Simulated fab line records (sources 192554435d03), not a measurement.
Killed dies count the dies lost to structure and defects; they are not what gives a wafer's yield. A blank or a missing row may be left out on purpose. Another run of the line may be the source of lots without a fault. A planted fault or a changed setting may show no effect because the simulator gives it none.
Which tool is to blame?	flow n5 finfet	24 lots with 72 wafers sampled at 6 steps, on a route of 1938 steps

WHAT THE GAUGES READ, wafer by wafer
N5_SD_EPI_P_OVL_MEAS_10. Usual: SD_P_BLK_OVL typically reads 0.1 nm, with standard deviation 0.72.
lot	measured	on	SD_P_BLK_OVL (nm)	flag
L074	day 3 05:29	overlay-01	0.2 0.7 1.1	
L075	day 3 11:37	overlay-01	1.1 0.7 0.6	
L076	day 3 21:36	overlay-01	0.3 -0.9 -0.4	
L077	day 3 23:10	overlay-01	1.0 1.0 0.7	
L078	day 4 05:32	overlay-02	0.0 0.1 0.0	
L079	day 4 12:32	overlay-02	0.0 0.2 0.2	
L080	day 4 19:17	overlay-01	-0.6 -0.3 -0.9	
L081	day 5 00:43	overlay-02	0.9 1.8 0.7	
L082	day 5 04:38	overlay-01	-0.3 0.2 -0.4	
L083	day 5 11:20	overlay-01	0.5 0.0 0.3	
L084	day 5 19:29	overlay-02	-0.4 -0.1 -1.0	
L085	day 6 00:25	overlay-01	0.3 0.0 0.9	
L086	day 6 05:22	overlay-01	0.7 0.4 0.6	
L087	day 6 12:27	overlay-02	1.3 0.0 0.4	
L088	day 6 17:56	overlay-01	-0.7 -0.4 -0.7	
L089	day 7 04:14	overlay-02	0.2 -0.8 -0.4	
L090	day 7 05:31	overlay-01	0.7 -0.2 0.0	
L091	day 7 15:29	overlay-02	-0.5 -0.7 -0.3	
L092	day 7 16:13	overlay-01	-0.6 0.0 0.0	
L093	day 7 23:31	overlay-01	0.2 1.2 1.5	
L094	day 8 04:16	overlay-02	0.2 0.3 0.7	
L095	day 8 12:29	overlay-01	0.4 1.1 0.1	
L096	day 8 22:23	overlay-01	0.2 0.8 1.4	
L097	day 9 01:17	overlay-01	-0.9 -0.7 -1.0	

N5_SDB_THK_MEAS_31. Usual: SDB_THK typically reads 64.3 nm, with standard deviation 0.87.
lot	measured	on	SDB_THK (nm)	flag
L074	day 3 22:02	film metro-02	63.5 62.3 62.8	
L075	day 4 03:11	film metro-01	64.4 65.0 65.6	
L076	day 4 13:54	film metro-01	65.1 64.7 65.6	
L077	day 4 14:51	film metro-02	62.6 64.0 63.7	
L078	day 4 22:53	film metro-01	64.9 64.7 64.2	
L079	day 5 04:33	film metro-02	63.8 63.8 64.0	
L080	day 5 11:08	film metro-01	63.7 63.1 64.3	
L081	day 5 16:37	film metro-01	63.2 64.0 63.5	
L082	day 5 21:12	film metro-01	65.4 65.0 64.7	
L083	day 6 03:07	film metro-02	64.4 63.6 64.7	
L084	day 6 11:28	film metro-01	63.6 64.1 65.4	
L085	day 6 16:50	film metro-01	65.1 64.3 64.1	
L086	day 6 20:45	film metro-01	65.1 64.5 65.2	
L087	day 7 03:47	film metro-01	63.8 63.6 63.9	
L088	day 7 09:55	film metro-01	63.8 64.3 64.1	
L089	day 7 19:52	film metro-01	64.1 64.5 64.8	
L090	day 7 21:19	film metro-01	65.3 65.3 65.7	
L091	day 8 06:36	film metro-01	65.9 65.4 65.5	
L092	day 8 07:59	film metro-01	65.6 64.7 64.8	
L093	day 8 15:02	film metro-02	64.5 63.9 64.8	
L094	day 8 21:33	film metro-02	62.9 63.1 62.1	
L095	day 9 07:34	film metro-01	61.7 63.5 63.0	
L096	day 9 14:13	film metro-01	64.5 65.0 65.1	
L097	day 9 17:47	film metro-01	63.8 63.8 64.7	

N5_HKMG_FIN_INSPECT_61: inspects for defects (macro). Usual: raw defect count reads 2.2 (standard deviation 1.6).
lot	measured	on	raw defect count	flag
L074	day 3 23:38	defect inspect-02	4 3 6	
L075	day 4 04:53	defect inspect-01	0 0 3	
L076	day 4 15:59	defect inspect-01	1 3 0	
L077	day 4 16:55	defect inspect-02	1 2 3	
L078	day 5 00:52	defect inspect-02	0 2 1	
L079	day 5 06:10	defect inspect-01	2 6 6	
L080	day 5 13:03	defect inspect-01	2 7 4	
L081	day 5 18:32	defect inspect-01	1 3 1	
L082	day 5 22:49	defect inspect-01	1 1 1	
L083	day 6 04:45	defect inspect-02	1 2 2	
L084	day 6 13:20	defect inspect-02	0 3 4	
L085	day 6 18:27	defect inspect-01	3 1 2	
L086	day 6 22:26	defect inspect-01	4 1 3	
L087	day 7 05:23	defect inspect-02	1 2 4	
L088	day 7 11:53	defect inspect-02	2 2 1	
L089	day 7 21:36	defect inspect-01	1 1 6	
L090	day 7 22:59	defect inspect-01	5 3 1	
L091	day 8 08:13	defect inspect-02	3 2 3	
L092	day 8 09:36	defect inspect-01	1 3 7	
L093	day 8 16:35	defect inspect-02	2 0 4	
L094	day 8 23:02	defect inspect-02	2 3 4	
L095	day 9 09:11	defect inspect-01	1 2 2	
L096	day 9 15:50	defect inspect-02	1 2 1	
L097	day 9 19:24	defect inspect-02	0 1 3	

WHICH TOOL RAN EACH LOT (tool, then ch and the chambers of the sampled wafers, then the start)
lot	N5_SD_EPI_P_ETCH_36	N5_HKMG_FIN_HK_ALD_01	N5_HKMG_FIN_HK_ANNEAL_02
L074	rie diel-06 ch 0,1,2, day 3 05:35	ald hk-03 ch 0,1, day 3 22:38	rtp anneal-01 ch 0, day 3 22:49
L075	rie diel-05 ch 0,2,3, day 3 11:43	ald hk-02 ch 0,1,3, day 4 03:52	rtp anneal-02 ch 0, day 4 04:12
L076	rie diel-05 ch 0,1,2, day 3 21:41	ald hk-02 ch 0,2,3, day 4 14:40	rtp anneal-02 ch 0, day 4 15:23
L077	rie diel-05 ch 0,1,3, day 3 23:16	ald hk-03 ch 0,1, day 4 15:28	rtp anneal-01 ch 0, day 4 15:39
L078	rie diel-06 ch 1,2,3, day 4 05:59	ald hk-02 ch 0,2,3, day 4 23:46	rtp anneal-02 ch 0, day 5 00:04
L079	rie diel-03 ch 0,3, day 4 13:01	ald hk-02 ch 0,3, day 5 05:10	rtp anneal-02 ch 0, day 5 05:26
L080	rie diel-03 ch 0,1,2, day 4 19:22	ald hk-03 ch 0,2,3, day 5 11:47	rtp anneal-01 ch 0, day 5 12:13
L081	rie diel-05 ch 0,3, day 5 01:01	ald hk-03 ch 1,3, day 5 17:13	rtp anneal-02 ch 0, day 5 17:30
L082	rie diel-03 ch 1,2,3, day 5 04:51	ald hk-01 ch 0,2, day 5 21:49	rtp anneal-02 ch 0, day 5 22:02
L083	rie diel-05 ch 1,2, day 5 11:35	ald hk-01 ch 0,1, day 6 03:44	rtp anneal-02 ch 0, day 6 04:03
L084	rie diel-06 ch 0,1,3, day 5 19:35	ald hk-01 ch 1,2,3, day 6 12:05	rtp anneal-01 ch 0, day 6 12:16
L085	rie diel-05 ch 1,2,3, day 6 00:37	ald hk-03 ch 0,2,3, day 6 17:27	rtp anneal-02 ch 0, day 6 17:38
L086	rie diel-05 ch 0,1,3, day 6 05:33	ald hk-01 ch 1,2,3, day 6 21:27	rtp anneal-02 ch 0, day 6 21:38
L087	rie diel-03 ch 0,2,3, day 6 12:33	ald hk-03 ch 0,3, day 7 04:23	rtp anneal-02 ch 0, day 7 04:38
L088	rie diel-03 ch 1,2,3, day 6 18:01	ald hk-01 ch 0,1,3, day 7 10:44	rtp anneal-01 ch 0, day 7 10:55
L089	rie diel-03 ch 1,2, day 7 04:22	ald hk-03 ch 0,1,2, day 7 20:30	rtp anneal-01 ch 0, day 7 20:47
L090	rie diel-05 ch 0,1, day 7 05:50	ald hk-02 ch 0,2, day 7 21:57	rtp anneal-01 ch 0, day 7 22:10
L091	rie diel-03 ch 0,1, day 7 15:35	ald hk-03 ch 0,1,3, day 8 07:14	rtp anneal-02 ch 0, day 8 07:34
L092	rie diel-03 ch 0,1,2, day 7 16:19	ald hk-02 ch 1,2,3, day 8 08:36	rtp anneal-01 ch 0, day 8 08:47
L093	rie diel-06 ch 2,3, day 7 23:37	ald hk-03 ch 0,2,3, day 8 15:38	rtp anneal-01 ch 0, day 8 15:53
L094	rie diel-06 ch 1,2,3, day 8 04:26	ald hk-03 ch 1,2,3, day 8 22:10	rtp anneal-02 ch 0, day 8 22:21
L095	rie diel-05 ch 0,1,2, day 8 12:34	ald hk-02 ch 0,1,3, day 9 08:10	rtp anneal-02 ch 0, day 9 08:25
L096	rie diel-05 ch 2,3, day 8 22:28	ald hk-03 ch 0,1, day 9 14:50	rtp anneal-02 ch 0, day 9 15:01
L097	rie diel-06 ch 0,2,3, day 9 01:23	ald hk-03 ch 1,2,3, day 9 18:24	rtp anneal-01 ch 0, day 9 18:39
- N5_SD_EPI_P_ETCH_36: etches SiARC in CF4, target depth 45.5 nm, time 75.8 s.
- N5_HKMG_FIN_HK_ALD_01: deposits HfO2, target thk 1.6 nm, pulse time 3 s, purge time 3 s.
- N5_HKMG_FIN_HK_ANNEAL_02: time 30 s.

WHAT THE TOOLS THEMSELVES READ (means of the sampled wafers that have a number; where no wafer has one, the mark that the record gives instead)
N5_SD_EPI_P_ETCH_36. Usual: chamber pressure mTorr 40.00 mTorr (standard deviation 0.035); drypump motor current A 5.5 A (standard deviation 0.44); etch rf on time s 76.3 s (standard deviation 1.2); oes product au 0.65 a.u. (standard deviation 0.06); rf vpp V 184.0 V (standard deviation 1); showerhead plenum p Torr 2.14 Torr (standard deviation 0.065); throttle valve pct 15.66 % (standard deviation 0.21).
lot	tool	chamber pressure mTorr (mTorr)	drypump motor current A (A)	etch rf on time s (s)	oes product au (a.u.)	rf vpp V (V)	showerhead plenum p Torr (Torr)	throttle valve pct (%)	flag
L074	rie diel-06	40.02	5.5	76.3	0.71	183.6	2.12	15.72	
L075	rie diel-05	39.99	5.6	75.6	0.65	184.6	2.18	15.60	
L076	rie diel-05	39.97	5.6	76.3	0.63	183.8	2.10	15.74	
L077	rie diel-05	40.04	5.4	75.4	0.65	183.1	2.14	15.65	
L078	rie diel-06	39.98	6.0	75.0	0.77	183.8	2.16	15.59	
L079	rie diel-03	40.03	5.2	75.5	0.70	184.4	2.19	15.47	
L080	rie diel-03	39.99	5.1	77.7	0.61	184.5	2.19	15.58	
L081	rie diel-05	40.01	5.3	75.8	0.66	184.9	2.18	15.45	
L082	rie diel-03	39.96	5.0	77.4	0.65	183.6	2.17	15.52	
L083	rie diel-05	39.97	5.7	75.7	0.60	183.3	2.06	15.97	
L084	rie diel-06	39.98	5.9	75.3	0.74	184.1	2.15	15.58	
L085	rie diel-05	40.02	5.7	76.4	0.62	184.2	2.13	15.84	
L086	rie diel-05	40.01	5.4	75.5	0.64	184.4	2.14	15.68	
L087	rie diel-03	39.98	5.1	75.8	0.65	184.8	2.16	15.52	
L088	rie diel-03	39.99	5.0	78.6	0.64	184.7	2.17	15.55	
L089	rie diel-03	40.00	5.1	76.4	0.61	184.9	2.18	15.63	
L090	rie diel-05	39.96	5.5	75.2	0.62	183.5	2.07	15.82	
L091	rie diel-03	39.98	5.3	77.9	0.61	184.5	2.21	15.64	
L092	rie diel-03	40.01	5.1	77.5	0.60	184.6	2.18	15.62	
L093	rie diel-06	40.02	6.4	75.8	0.72	184.0	2.15	15.56	
L094	rie diel-06	40.00	5.9	75.1	0.71	184.2	2.15	15.66	
L095	rie diel-05	40.02	5.6	76.1	0.61	182.6	2.09	15.81	
L096	rie diel-05	39.97	5.8	78.1	0.59	185.1	2.15	15.85	
L097	rie diel-06	39.99	6.0	75.8	0.67	182.8	2.10	15.72	

N5_HKMG_FIN_HK_ALD_01. Usual: precursor pulse height rel reads 1.000 (standard deviation 0.017).
lot	tool	precursor pulse height rel	flag
L074	ald hk-03	1.000	
L075	ald hk-02	0.970	
L076	ald hk-02	0.996	
L077	ald hk-03	0.989	
L078	ald hk-02	0.993	
L079	ald hk-02	1.009	
L080	ald hk-03	0.998	
L081	ald hk-03	1.010	
L082	ald hk-01	1.010	
L083	ald hk-01	1.002	
L084	ald hk-01	0.990	
L085	ald hk-03	1.010	
L086	ald hk-01	1.000	
L087	ald hk-03	1.019	
L088	ald hk-01	1.001	
L089	ald hk-03	1.006	
L090	ald hk-02	0.996	
L091	ald hk-03	0.985	
L092	ald hk-02	1.017	
L093	ald hk-03	1.004	
L094	ald hk-03	0.988	
L095	ald hk-02	1.008	
L096	ald hk-03	1.003	
L097	ald hk-03	0.999	

N5_HKMG_FIN_HK_ANNEAL_02. Usual: lamp power pct 8.80 %, standard deviation 0.049; lamp_zone_6_pct 8.727 %, standard deviation 0.0089; wafer_temp_C_max 702.9, standard deviation 0.66.
lot	tool	lamp power pct (%)	lamp_zone_6_pct (%)	wafer_temp_C_max	flag
L074	rtp anneal-01	8.82	8.731	702.5	
L075	rtp anneal-02	8.80	8.730	703.0	
L076	rtp anneal-02	8.77	8.722	703.0	
L077	rtp anneal-01	8.73	8.723	702.8	
L078	rtp anneal-02	8.78	8.724	703.3	
L079	rtp anneal-02	8.85	8.728	702.8	
L080	rtp anneal-01	8.81	8.734	703.0	
L081	rtp anneal-02	8.80	8.723	703.0	
L082	rtp anneal-02	8.85	8.723	702.2	
L083	rtp anneal-02	8.79	8.722	703.0	
L084	rtp anneal-01	8.79	8.723	702.9	
L085	rtp anneal-02	8.84	8.734	703.6	
L086	rtp anneal-02	8.83	8.731	702.4	
L087	rtp anneal-02	8.79	8.727	703.1	
L088	rtp anneal-01	8.80	8.719	703.0	
L089	rtp anneal-01	8.80	8.726	702.8	
L090	rtp anneal-01	8.81	8.723	702.6	
L091	rtp anneal-02	8.81	8.733	703.2	
L092	rtp anneal-01	8.80	8.732	702.2	
L093	rtp anneal-01	8.78	8.729	703.0	
L094	rtp anneal-02	8.79	8.722	703.1	
L095	rtp anneal-02	8.78	8.727	702.5	
L096	rtp anneal-02	8.83	8.732	702.9	
L097	rtp anneal-01	8.81	8.721	702.8	

THE ANSWER, worked out from the rows above alone
Rule: a lot counts as off when the mean over its wafers that have a number is more than 3 standard deviations away from the usual mean. A lot without any number at a reading at which 4 lots or more have one is off too. Where the step has rows for the other lots, those lots are counted as sound. First the gauges in route order, then the tools' own readings, where a lot's mean is used as printed above. At the first step where some lot is off, the reading lying furthest off is the one used; lots without a number count as furthest.
No lot is off at any reading shown: from this, nothing can be told.

WHAT HAD BEEN PUT IN BY THE SIMULATOR
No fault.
